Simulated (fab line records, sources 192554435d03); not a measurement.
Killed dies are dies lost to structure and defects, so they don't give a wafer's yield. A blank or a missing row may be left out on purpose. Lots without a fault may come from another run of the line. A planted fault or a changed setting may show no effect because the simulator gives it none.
Split-lot experiment | flow n5_finfet | 7 lots, 21 wafers read, on a route of 1938 steps

THE SPLIT
At N5_BEOL_M9_CMP_52 (polishes, stops on SiCOH lowk, t overpolish 7 s, target thk 140 nm), the setting down_force_psi was moved away from the recipe's 1 psi on 5 of the 21 wafers read, by -20.2% to +15.6%. The other wafers ran this setting at the recipe's value.

The reading is taken at the split's own step.

THE READING
barrier_field_endpoint_s, in s, at N5_BEOL_M9_CMP_52 (polishes, stops on SiCOH lowk, t overpolish 7 s, target thk 140 nm). Fault-free wafers of this fab line usually give 28.7 s, standard deviation 0.78 s.

wafer  | tool, chamber at the split | down_force_psi as run, psi | against the recipe | barrier_field_endpoint_s, s | against lot-mates on the recipe
L075.3 | cmp-04, 1                  | 1                          | recipe             | 28.5                        | -
L075.4 | cmp-04, 2                  | 1                          | recipe             | 29.2                        | -
L075.2 | cmp-04, 3                  | 1                          | recipe             | 28.0                        | -
L078.1 | cmp-04, 0                  | 1                          | recipe             | 28.6                        | -
L078.2 | cmp-04, 2                  | 1                          | recipe             | 28.3                        | -
L078.5 | cmp-04, 0                  | 1                          | recipe             | 28.5                        | -
L081.3 | cmp-02, 3                  | 1                          | recipe             | 29.0                        | -
L081.5 | cmp-02, 0                  | 1                          | recipe             | 27.1                        | -
L081.6 | cmp-02, 1                  | 1                          | recipe             | 29.4                        | -
L080.4 | cmp-04, 2                  | 1                          | recipe             | 28.9                        | -
L080.2 | cmp-04, 3                  | 1                          | recipe             | 28.4                        | -
L080.6 | cmp-04, 0                  | 1                          | recipe             | 28.9                        | -
L087.4 | cmp-02, 2                  | 1.156                      | +15.6%             | 26.1                        | -2.1
L087.3 | cmp-02, 3                  | 1.156                      | +15.6%             | 25.1                        | -3.1
L087.6 | cmp-02, 1                  | 1                          | recipe             | 28.2                        | -
L093.4 | cmp-02, 3                  | 1.064                      | +6.4%              | 27.9                        | -1.7
L093.5 | cmp-02, 3                  | 1                          | recipe             | 29.6                        | -
L093.6 | cmp-02, 0                  | 1.064                      | +6.4%              | 27.1                        | -2.5
L096.4 | cmp-04, 3                  | 1                          | recipe             | 29.5                        | -
L096.2 | cmp-04, 0                  | 1                          | recipe             | 29.8                        | -
L096.5 | cmp-04, 1                  | 0.798                      | -20.2%             | 37.4                        | +7.8

THE FIT
A straight line over all 21 wafers: barrier_field_endpoint_s changes by -0.304 s for each +1% of down_force_psi; r = -0.91; the points scatter about the line by 0.97 s.
The same after taking each lot's own level away (the mean of its wafers on the recipe; 21 wafers): -0.277 s for each +1%; r = -0.91; scatter 0.87 s.
On that fit, the largest move of down_force_psi shifts the reading by 5.6 s.
The lots' own levels span 28.20 to 29.65 s, that is 1.9 times the standard deviation above.
So the lot-to-lot level changes the slope little: the two slopes agree.
Check: with one of the wafers moved furthest among these (-20.2%) left out of the fit, the line predicts +3.68 s for it against its lot-mates. It came out at +7.75 s against them.
Tool readings at the split's step, against how far the setting was moved: barrier_field_endpoint_s r = -0.91.

OTHER SPLITS ON THESE WAFERS
These wafers also went through other splits before the reading. Each is held against what the fit with the lots' levels taken away leaves over:
other split on the same wafers   | wafers away from the commonest value | r with barrier_field_endpoint_s (lot level and that fit taken away)
N5_BEOL_M4_COAT_76 spin_rpm      | 4                                    | +0.10
N5_BEOL_M5_COAT_66 spin_rpm      | 9                                    | +0.32
N5_BEOL_M5_COAT_74 spin_rpm      | 7                                    | +0.05
N5_BEOL_M6_ETCH_66 bias_w        | 6                                    | -0.14
N5_BEOL_M6_TRENCH_ETCH_37 bias_w | 7                                    | +0.01
N5_BEOL_M7_DESCUM_33 time_s      | 3                                    | +0.20
N5_BEOL_M7_ALD_77 ald_cycles     | 6                                    | +0.38
N5_BEOL_M8_ETCH_66 bias_w        | 5                                    | +0.74
N5_BEOL_M8_TRENCH_ETCH_37 bias_w | 5                                    | -0.11

THE FILE'S OWN FIT
barrier_field_endpoint_s changes by -0.303 s for each +1% of down_force_psi, r = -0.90.
